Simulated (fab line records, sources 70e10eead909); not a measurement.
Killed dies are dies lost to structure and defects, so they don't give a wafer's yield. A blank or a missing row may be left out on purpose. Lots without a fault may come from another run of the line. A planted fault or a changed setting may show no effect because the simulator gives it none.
Chamber matching | flow nand_harc | NHARC_P_GATE_ETCH_104 on rie_diel-05: 4 sister chambers
The step etches the open film in CF4/CHF3, target depth 60 nm. 14 wafers are shown with their chamber, then 7 later ones without.

WAFERS WITH THEIR CHAMBER
wafer  | chamber | showerhead_plenum_p_Torr (Torr) | drypump_motor_current_A (A) | rf_vpp_V (V)
L074.1 | 2       | 1.67                            | 5.8                         | 372.9
L074.3 | 3       | 1.47                            | 5.9                         | 367.7
L074.6 | 2       | 1.67                            | 5.8                         | 373.1
L076.2 | 1       | 1.59                            | 5.4                         | 370.3
L076.3 | 3       | 1.47                            | 6.0                         | 366.4
L076.4 | 0       | 1.67                            | 5.1                         | 374.5
L077.3 | 1       | 1.59                            | 5.4                         | 372.5
L077.4 | 2       | 1.67                            | 5.8                         | 374.0
L077.5 | 1       | 1.59                            | 5.4                         | 371.8
L092.3 | 2       | 1.66                            | 5.8                         | 374.0
L092.4 | 1       | 1.59                            | 5.4                         | 370.8
L092.5 | 2       | 1.66                            | 5.8                         | 374.3
L094.2 | 1       | 1.59                            | 5.4                         | 371.9
L094.3 | 0       | 1.67                            | 5.1                         | 375.1

SIGNATURES (means of the wafers above)
reading                  | chamber 0 | chamber 1 | chamber 2 | chamber 3 | scatter within a chamber
showerhead_plenum_p_Torr | 1.6700    | 1.5900    | 1.6660    | 1.4700    | 0.00346
drypump_motor_current_A  | 5.100     | 5.400     | 5.800     | 5.950     | 0.0224
rf_vpp_V                 | 374.800   | 371.460   | 373.660   | 367.050   | 0.757
Rule: a wafer's distance from a chamber is the root of the sum, over the readings, of the square of ((its reading less the chamber's mean) divided by the reading's scatter). The wafer belongs to the nearest chamber; if the next one is less than 2 further off, it can't be placed. The scatter: the root of (the sum of the squares of (reading less its chamber's mean) over the shown wafers, divided by (wafers less chambers)).

WAFERS WITHOUT THEIR CHAMBER
wafer  | showerhead_plenum_p_Torr (Torr) | drypump_motor_current_A (A) | rf_vpp_V (V)
L094.5 | 1.66                            | 5.8                         | 372.7
L095.3 | 1.66                            | 5.8                         | 373.4
L095.5 | 1.59                            | 5.4                         | 371.1
L095.6 | 1.66                            | 5.1                         | 372.9
L097.3 | 1.66                            | 5.1                         | 374.2
L097.5 | 1.47                            | 6.0                         | 367.0
L097.6 | 1.67                            | 5.1                         | 373.7

WHICH CHAMBER EACH WENT THROUGH
wafer  | from the rows above | in truth
L094.5 | 2                   | 2
L095.3 | 2                   | 2
L095.5 | 1                   | 1
L095.6 | 0                   | 0
L097.3 | 0                   | 0
L097.5 | 3                   | 3
L097.6 | 0                   | 0
Placed correctly: 7 of 7. Can't be placed from these rows: 0. Placed wrongly: 0.
